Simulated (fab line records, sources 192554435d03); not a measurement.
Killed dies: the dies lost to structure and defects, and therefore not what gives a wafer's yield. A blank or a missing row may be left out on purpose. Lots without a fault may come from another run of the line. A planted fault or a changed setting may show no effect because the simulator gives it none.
Split-lot study + flow n5Finfet + 7 lots, 21 wafers read, on a route of 1938 steps

## ON THE SPLIT
At N5_BEOL_M3_ILD_DEP_00 (deposits SiOC from DEMS/O2, target thk 79 nm, time 15.3 s), the setting timeS was moved away from the recipe's 15.3 s on 4 of the 21 wafers read, by +8.2% to +12.7%. All remaining wafers had this setting at the recipe value.

The file shows no step between the split and the reading.

## THE READING
M3_ILD_THK in nanometres, read at N5_BEOL_M3_THK_MEAS_01. A value of 78.7 nm with a standard deviation of 1.1 nm is what fault-free wafers of this fab line usually give.

| wafer  | tool, chamber at the split | timeS as run, s | against the recipe | M3_ILD_THK, nm | against lot-mates on the recipe |
|--------|----------------------------|-----------------|--------------------|----------------|---------------------------------|
| L079.4 | pecvd-04, 0                | 15.3            | recipe             | 79.3           | -                               |
| L079.5 | pecvd-04, 2                | 15.3            | recipe             | 78.1           | -                               |
| L079.6 | pecvd-04, 1                | 15.3            | recipe             | 80.7           | -                               |
| L077.3 | pecvd-01, 0                | 15.3            | recipe             | 77.1           | -                               |
| L077.5 | pecvd-01, 1                | 15.3            | recipe             | 79.2           | -                               |
| L077.6 | pecvd-01, 0                | 15.3            | recipe             | 78.9           | -                               |
| L080.4 | pecvd-04, 0                | 15.3            | recipe             | 78.7           | -                               |
| L080.5 | pecvd-04, 1                | 15.3            | recipe             | 80.0           | -                               |
| L080.6 | pecvd-04, 2                | 15.3            | recipe             | 77.2           | -                               |
| L084.2 | pecvd-04, 0                | 16.56           | +8.2%              | 84.5           | +6.0                            |
| L084.3 | pecvd-04, 0                | 16.56           | +8.2%              | 86.0           | +7.5                            |
| L084.6 | pecvd-04, 0                | 15.3            | recipe             | 78.5           | -                               |
| L085.2 | pecvd-01, 2                | 15.3            | recipe             | 78.1           | -                               |
| L085.3 | pecvd-01, 0                | 15.3            | recipe             | 76.2           | -                               |
| L085.5 | pecvd-01, 1                | 15.3            | recipe             | 78.6           | -                               |
| L087.1 | pecvd-02, 2                | 17.25           | +12.7%             | 87.5           | +9.2                            |
| L087.3 | pecvd-02, 2                | 17.25           | +12.7%             | 88.6           | +10.3                           |
| L087.6 | pecvd-02, 0                | 15.3            | recipe             | 78.3           | -                               |
| L097.1 | pecvd-01, 1                | 15.3            | recipe             | 77.9           | -                               |
| L097.3 | pecvd-01, 2                | 15.3            | recipe             | 78.5           | -                               |
| L097.5 | pecvd-01, 2                | 15.3            | recipe             | 79.3           | -                               |

FIT RESULTS
A straight line over all 21 wafers: M3_ILD_THK changes by +0.768 nm for each +1% of timeS; r = +0.96; the points scatter about the line by 1 nm.
The same after taking each lot's own level away (the mean of its wafers on the recipe; 21 wafers): +0.78 nm for each +1%; r = +0.97; scatter 0.92 nm.
The reading moves by 9.9 nm for the largest change in timeS, on that fit.
From 77.63 to 79.37 nm: that is the span of the lots' own levels, equal to 1.6 times the standard deviation above.
Consequently the slope shifts little with the lot-to-lot level, the two slopes agreeing.
Check: +10.4 nm against its lot-mates is what the line predicts for one of the wafers moved furthest among these (+12.7%) when that wafer is left out of the fit. It came out at +9.2 nm against them.

## THE OTHER SPLITS THESE WAFERS WENT THROUGH
Other splits were also applied to these wafers ahead of the reading. Each is held against what the fit with the lots' levels taken away leaves over:
| other split on the same wafers   | wafers away from the commonest value | r with M3_ILD_THK (lot level and that fit taken away) |
|----------------------------------|--------------------------------------|-------------------------------------------------------|
| N5_SDB_STRIP_22 powerW           | 4                                    | +0.15                                                 |
| N5_HKMG_FIN_PEB_10 pebTimeS      | 8                                    | +0.05                                                 |
| N5_BEOL_M0_SAQP_ILD_DEP_01 timeS | 6                                    | +0.02                                                 |
| N5_BEOL_M0_SAQP_PECVD_03 timeS   | 5                                    | +0.12                                                 |
| N5_BEOL_M1_PECVD_72 timeS        | 7                                    | +0.09                                                 |
| N5_BEOL_M1_COAT_61 spinRpm       | 7                                    | +0.36                                                 |

## THE WHOLE CHAIN: every reading that the file lists as answering this split, in the file's order
| step                   | what it does                                              | reading                                                                           | change (the file's fit)               | r (the file's) |
|------------------------|-----------------------------------------------------------|-----------------------------------------------------------------------------------|---------------------------------------|----------------|
| N5_BEOL_M3_ILD_DEP_00  | deposits SiOC from DEMS/O2, target thk 79 nm, time 15.3 s | SiOC_of_BEOL_M3_ILD_DEP_00.thkNm (the simulator's own value, which no gauge read) | +0.767 nm for each +1% of the setting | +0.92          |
| N5_BEOL_M3_THK_MEAS_01 |                                                           | M3_ILD_THK                                                                        | +0.778 for each +1% of the setting    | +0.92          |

## FILE'S OWN FIT
M3_ILD_THK changes by +0.778 nm for each +1% of timeS, r = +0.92.
